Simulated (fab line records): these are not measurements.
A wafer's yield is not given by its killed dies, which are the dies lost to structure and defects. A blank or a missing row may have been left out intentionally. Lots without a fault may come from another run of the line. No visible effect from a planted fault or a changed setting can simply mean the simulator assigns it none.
Problem report in the 8D (eight disciplines) form, filled by code -- flow nand-harc -- the parts of the form that need people (team, actions taken, sign-off) are left out

## 1. THE ISSUE
At NHARC_P_M2_CD_MEAS_09, cd-nm averages 178.8 nm over 6 wafers from 2 lots, while fault-free wafers read 170.1 nm, standard deviation 0.71. That puts it +12 standard deviations away from the usual mean.
The step: target cd 170 nm.
First seen on wafer L305.3, day 7 14:19, on cd-sem-03. At this step, 33 wafers from 11 lots have a number in the record. Rule for "out", or "out of limits": more than 4 standard deviations from the usual mean. The rest of the wafers with a number are treated as sound.

## 2. WHAT IT IS, AND WHAT IT ISN'T
question,is,is not
which readings at this step,cd-nm,-
which lots,"L305, L306","L300, L301, L302, L313, L316, L317, L318, L319, L322"
which wafers of those lots,all that have a number,-
read on which gauges,"cd-sem-02, cd-sem-03",cd-sem-01
when,from day 7 14:19,"up to then (9 sound wafers); but 18 sound wafers of L313, L316, L317, L318, L319, L322 came after"

## 3. WHAT RULES OUT EACH SUSPECT
Counting: a tool at any process step up to the reading remains a suspect when it ran all the lots that are out and ran no sound lot after the first of those.
- the gauge at NHARC_P_M2_CD_MEAS_09 is ruled out. Those wafers that are out were read across 2 gauges (cd-sem-02, cd-sem-03).
- rie-diel-03 at NHARC_P_M1_ETCH_28 (etches the open film in CF4/N2, target depth 30 nm, time 72.99 s): ruled out as a lasting fault. Following L305 (day 7 14:13), the first lot on it that is out, the sound lots L318 were run on it. With no start given for some of its lots, NHARC_P_M1_ETCH_28 uses the hours and lot order of NHARC_P_M2_PEB_07.
- litho-track-04 at NHARC_P_M2_PEB_07 (peb time 65 s): ruled out as a lasting fault. Following L305 (day 7 14:13), the first lot on it that is out, the sound lots L316, L317, L322 were run on it.
Left after counting: nothing in the record.

## 4. THE CAUSE (what the simulator had put in)
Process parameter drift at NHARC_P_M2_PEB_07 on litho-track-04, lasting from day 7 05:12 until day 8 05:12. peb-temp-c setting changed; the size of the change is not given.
Counting ruled it out, wrongly: the rule takes a fault to strike every lot that its tool runs from its start on, and this one did not.

## 5. THE EFFECT CHAIN, in route order
Each row: a reading where the mean over the struck wafers with a number is more than 3 standard deviations away from the usual. Only readings whose record carries a usual standard deviation are examined. hours: median over the lots of the time between each lot's start at the first step of this table that gives one and its start at this step. sigmas: the change, counted in usual standard deviations.
hours,step,reading,usual,on struck wafers,change,sigmas
0,NHARC_P_M2_PEB_07,heater-power-total-W,156.7 W,162.8,+6.1,+16
0,NHARC_P_M2_PEB_07,plate-temp-C,100.03 C,102.92,+2.89,+22
0,NHARC_P_M2_CD_MEAS_09,cd-nm,170.1 nm,178.8,+8.7,+12
Here are the process steps it includes:
- NHARC_P_M2_PEB_07: peb time 65 s.
Later steps that measure or inspect, where all struck wafers having a row at the step show a number for every such reading and not one has moved that far: NHARC_P_M2_INSPECT_11.

## 6. WHAT WOULD HAVE CAUGHT IT SOONER
The first out-of-limits reading at a measuring or inspecting step in this record came at day 7 14:19, 9 hours after the fault's start at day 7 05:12.
Tool's own readings at NHARC_P_M2_PEB_07, heater-power-total-W, plate-temp-C: out on all struck wafers the step has rows for; an alarm limit on them would have tripped on the first.
